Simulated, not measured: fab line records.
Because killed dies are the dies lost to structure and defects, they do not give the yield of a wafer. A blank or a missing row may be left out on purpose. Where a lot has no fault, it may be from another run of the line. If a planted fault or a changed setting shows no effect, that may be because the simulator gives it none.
Matching of chambers + flow nandHarc + 4 sister chambers for NHARC_P_BONDPAD_ETCH_37 on rieDiel-08
The step etches the open film in N2/H2, target depth 60 nm, overetch 18 nm, time 65.91 s. 8 wafers are shown with their chamber, then 11 later ones without.

## WAFERS, EACH WITH ITS CHAMBER
| wafer  | chamber | drypumpMotorCurrentA (A) | rfVppV (V) |
|--------|---------|--------------------------|------------|
| L083.2 | 1       | 5.8                      | 427        |
| L086.4 | 0       | 5.9                      | 428        |
| L086.6 | 1       | 5.8                      | 427        |
| L088.2 | 0       | 5.9                      | 427        |
| L091.2 | 3       | 5.6                      | 428        |
| L091.3 | 2       | 5.3                      | 433        |
| L091.6 | 3       | 5.6                      | 429        |
| L093.1 | 2       | 5.4                      | 433        |

## WAFERS WHOSE CHAMBER IS MISSING
| wafer  | drypumpMotorCurrentA (A) | rfVppV (V) |
|--------|--------------------------|------------|
| L093.4 | 5.9                      | 428        |
| L093.5 | 5.9                      | 427        |
| L094.4 | 5.4                      | 433        |
| L094.5 | 5.8                      | 426        |
| L094.6 | 5.9                      | 429        |
| L096.1 | 5.6                      | 427        |
| L096.2 | 5.8                      | 429        |
| L096.3 | 5.4                      | 434        |
| L096.4 | 5.9                      | 427        |
| L096.5 | 5.6                      | 428        |
| L096.6 | 5.3                      | 433        |

## CHAMBER TAKEN BY EACH
| wafer  | from the rows above          | in truth |
|--------|------------------------------|----------|
| L093.4 | 0                            | 0        |
| L093.5 | can't be placed: 0 or 1      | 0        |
| L094.4 | 2                            | 2        |
| L094.5 | 1                            | 1        |
| L094.6 | can't be placed: 0 or 1      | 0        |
| L096.1 | 3                            | 3        |
| L096.2 | can't be placed: 1 or 0 or 3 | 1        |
| L096.3 | 2                            | 2        |
| L096.4 | can't be placed: 0 or 1      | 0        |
| L096.5 | 3                            | 3        |
| L096.6 | 2                            | 2        |
Correct placement for 7 of the 11. Can't be placed from these rows: 4 (the true chamber is among the candidates in 4). Number placed wrongly: 0.
How it was worked out, from the rows above alone: a wafer's distance from a chamber is the root of the sum, over the readings, of the square of ((its reading less the chamber's mean) divided by the reading's scatter). If the next closest chamber is less than 2 further off than the closest, the wafer can't be placed; otherwise it belongs to the closest. The mean given for a chamber averages the wafers shown for that chamber. How the scatter is found: for the shown wafers, subtract from each reading the mean of its chamber, square and add these, divide the total by (wafers less chambers), then take the root.
